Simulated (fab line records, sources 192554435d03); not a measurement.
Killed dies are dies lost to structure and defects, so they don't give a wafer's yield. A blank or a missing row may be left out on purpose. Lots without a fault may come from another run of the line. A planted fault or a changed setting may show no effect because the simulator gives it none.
Chamber matching | flow n5_finfet | N5_BEOL_M9_ETCH_62 on rie_diel-06: 4 sister chambers
The step etches SOC in N2/H2, target depth 110 nm, overetch 22 nm, time 165 s. 18 wafers are shown with their chamber, then 9 later ones without.

WAFERS WITH THEIR CHAMBER
wafer  | chamber | showerhead_plenum_p_Torr (Torr) | drypump_motor_current_A (A) | throttle_valve_pct (%)
L074.1 | 2       | 2.50                            | 6.5                         | 17.49
L074.3 | 3       | 2.53                            | 5.5                         | 17.97
L074.5 | 1       | 2.51                            | 5.4                         | 17.84
L077.2 | 2       | 2.50                            | 6.5                         | 17.48
L077.4 | 0       | 2.68                            | 6.4                         | 17.55
L077.5 | 1       | 2.51                            | 5.4                         | 17.89
L078.1 | 1       | 2.51                            | 5.4                         | 17.87
L078.3 | 0       | 2.68                            | 6.4                         | 17.55
L078.5 | 0       | 2.68                            | 6.4                         | 17.55
L080.2 | 2       | 2.50                            | 6.5                         | 17.50
L080.3 | 1       | 2.51                            | 5.4                         | 17.87
L080.4 | 3       | 2.52                            | 5.5                         | 17.99
L082.2 | 3       | 2.52                            | 5.4                         | 17.98
L082.3 | 0       | 2.68                            | 6.4                         | 17.54
L082.4 | 1       | 2.51                            | 5.4                         | 17.87
L084.1 | 1       | 2.51                            | 5.4                         | 17.88
L084.2 | 3       | 2.52                            | 5.5                         | 18.00
L084.4 | 0       | 2.68                            | 6.4                         | 17.56

SIGNATURES (means of the wafers above)
reading                  | chamber 0 | chamber 1 | chamber 2 | chamber 3 | scatter within a chamber
showerhead_plenum_p_Torr | 2.6800    | 2.5100    | 2.5000    | 2.5225    | 0.00231
drypump_motor_current_A  | 6.400     | 5.400     | 6.500     | 5.475     | 0.0231
throttle_valve_pct       | 17.5500   | 17.8700   | 17.4900   | 17.9850   | 0.0128
Rule: a wafer's distance from a chamber is the root of the sum, over the readings, of the square of ((its reading less the chamber's mean) divided by the reading's scatter). The wafer belongs to the nearest chamber; if the next one is less than 2 further off, it can't be placed. The scatter: the root of (the sum of the squares of (reading less its chamber's mean) over the shown wafers, divided by (wafers less chambers)).

WAFERS WITHOUT THEIR CHAMBER
wafer  | showerhead_plenum_p_Torr (Torr) | drypump_motor_current_A (A) | throttle_valve_pct (%)
L094.3 | 2.51                            | 5.5                         | 18.02
L094.4 | 2.50                            | 5.4                         | 17.91
L094.5 | 2.51                            | 5.5                         | 18.03
L091.1 | 2.50                            | 5.4                         | 17.94
L091.2 | 2.48                            | 6.5                         | 17.56
L091.3 | 2.67                            | 6.4                         | 17.60
L096.1 | 2.48                            | 6.5                         | 17.56
L096.4 | 2.51                            | 5.4                         | 18.04
L096.5 | 2.49                            | 5.4                         | 17.93

WHICH CHAMBER EACH WENT THROUGH
wafer  | from the rows above | in truth
L094.3 | 3                   | 3
L094.4 | 1                   | 1
L094.5 | 3                   | 3
L091.1 | 1                   | 1
L091.2 | 2                   | 2
L091.3 | 0                   | 0
L096.1 | 2                   | 2
L096.4 | 3                   | 3
L096.5 | 1                   | 1
Placed correctly: 9 of 9. Can't be placed from these rows: 0. Placed wrongly: 0.
